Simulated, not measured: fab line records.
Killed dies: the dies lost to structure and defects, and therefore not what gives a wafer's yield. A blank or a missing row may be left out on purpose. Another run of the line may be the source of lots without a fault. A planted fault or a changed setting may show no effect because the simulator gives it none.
Matching of chambers ; flow n5 finfet ; uv cure-02 running N5_BEOL_M10_CURE_71: 3 sister chambers
The step cures SiCOH lowk, time 240 s. 20 wafers are shown with their chamber, then 10 later ones without.

WAFERS, EACH WITH ITS CHAMBER
wafer;chamber;wafer_temp_C_max;lamp power pct (%)
L074.3;1;386.2;52.42
L074.5;1;386.2;52.27
L074.6;1;386.6;52.38
L076.3;2;386.0;52.30
L076.4;2;386.4;52.29
L076.6;2;386.2;52.32
L077.2;0;386.1;52.32
L077.5;0;386.2;52.30
L077.6;0;385.7;52.37
L079.1;1;386.7;52.35
L079.3;1;386.3;52.43
L079.5;1;386.4;52.28
L082.1;2;386.0;52.37
L082.2;2;386.0;52.30
L082.3;2;386.1;52.32
L083.3;2;386.0;52.31
L083.4;2;386.3;52.25
L083.5;2;385.9;52.32
L084.3;2;386.2;52.41
L084.4;2;386.6;52.31

SIGNATURES (averages over the wafers above)
reading;chamber 0;chamber 1;chamber 2;scatter within a chamber
wafer_temp_C_max;386.000;386.400;386.155;0.218
lamp power pct;52.3300;52.3550;52.3182;0.0505
Rule: a wafer lies at a distance from a chamber equal to the root of the sum of squares, over the readings, of (its reading less the chamber's mean, divided by the reading's scatter). If the next closest chamber is less than 2 further off than the closest, the wafer can't be placed; otherwise it belongs to the closest. The scatter: take each reading less its chamber's mean, square it, sum over the shown wafers, divide by the number of wafers less the number of chambers, and take the root.

WAFERS WHOSE CHAMBER IS MISSING
wafer;wafer_temp_C_max;lamp power pct (%)
L084.6;386.6;52.25
L087.3;385.5;52.32
L087.4;386.6;52.34
L087.5;386.3;52.40
L090.2;386.1;52.25
L090.5;386.0;52.36
L090.6;386.5;52.41
L091.1;386.4;52.30
L091.2;386.0;52.29
L091.6;386.4;52.28

WHICH CHAMBER EACH WENT THROUGH
wafer;from the rows above;in truth
L084.6;can't be placed: 1 or 2 or 0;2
L087.3;can't be placed: 0 or 2 or 1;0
L087.4;can't be placed: 1 or 2 or 0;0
L087.5;can't be placed: 1 or 2 or 0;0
L090.2;can't be placed: 2 or 0 or 1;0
L090.5;can't be placed: 0 or 2 or 1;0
L090.6;can't be placed: 1 or 2 or 0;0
L091.1;can't be placed: 1 or 2 or 0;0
L091.2;can't be placed: 0 or 2 or 1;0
L091.6;can't be placed: 2 or 1 or 0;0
Correctly placed: 0 of 10. These rows do not allow placing 10 (true chamber among the candidates in 10). Wrongly placed: 0.
